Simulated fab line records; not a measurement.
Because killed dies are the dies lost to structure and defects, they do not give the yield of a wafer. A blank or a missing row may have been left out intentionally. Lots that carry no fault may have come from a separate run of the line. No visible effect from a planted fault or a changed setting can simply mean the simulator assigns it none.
Matching of chambers	flow n5 finfet	N5_DUMMY_GATE_ETCH_29 on rie diel-06: 4 sister chambers
The step etches underlayer in N2/H2, target depth 13 nm. 4 wafers are shown with their chamber, then 8 later ones without.

WAFERS PAIRED WITH THEIR CHAMBERS
wafer	chamber	showerhead plenum p Torr (Torr)
L084.6	3	2.41
L085.2	0	2.64
L085.6	2	2.46
L089.2	1	2.62

WAFERS WITHOUT THEIR CHAMBER
wafer	showerhead plenum p Torr (Torr)
L089.5	2.62
L089.6	2.46
L090.4	2.62
L090.5	2.62
L090.6	2.45
L092.1	2.62
L092.2	2.63
L092.5	2.62

WHICH CHAMBER EACH WENT THROUGH
wafer	from the rows above	in truth
L089.5	1	1
L089.6	2	2
L090.4	1	1
L090.5	1	1
L090.6	2	2
L092.1	1	1
L092.2	can't be placed: 1 or 0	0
L092.5	1	1
7 of 8 placed correctly. From these rows, 1 cannot be placed; in 1 the true chamber is one of the candidates. Wrongly placed: 0.
How it was worked out, from the rows above alone: a wafer's distance from a chamber is the root of the sum, over the readings, of the square of ((its reading less the chamber's mean) divided by the reading's scatter). The wafer belongs to the nearest chamber; if the next one is less than 2 further off, it can't be placed. The mean given for a chamber averages the wafers shown for that chamber. The scatter (one wafer shown for each chamber): square how far every hidden wafer sits from the nearest shown wafer, average those squares and take the square root.
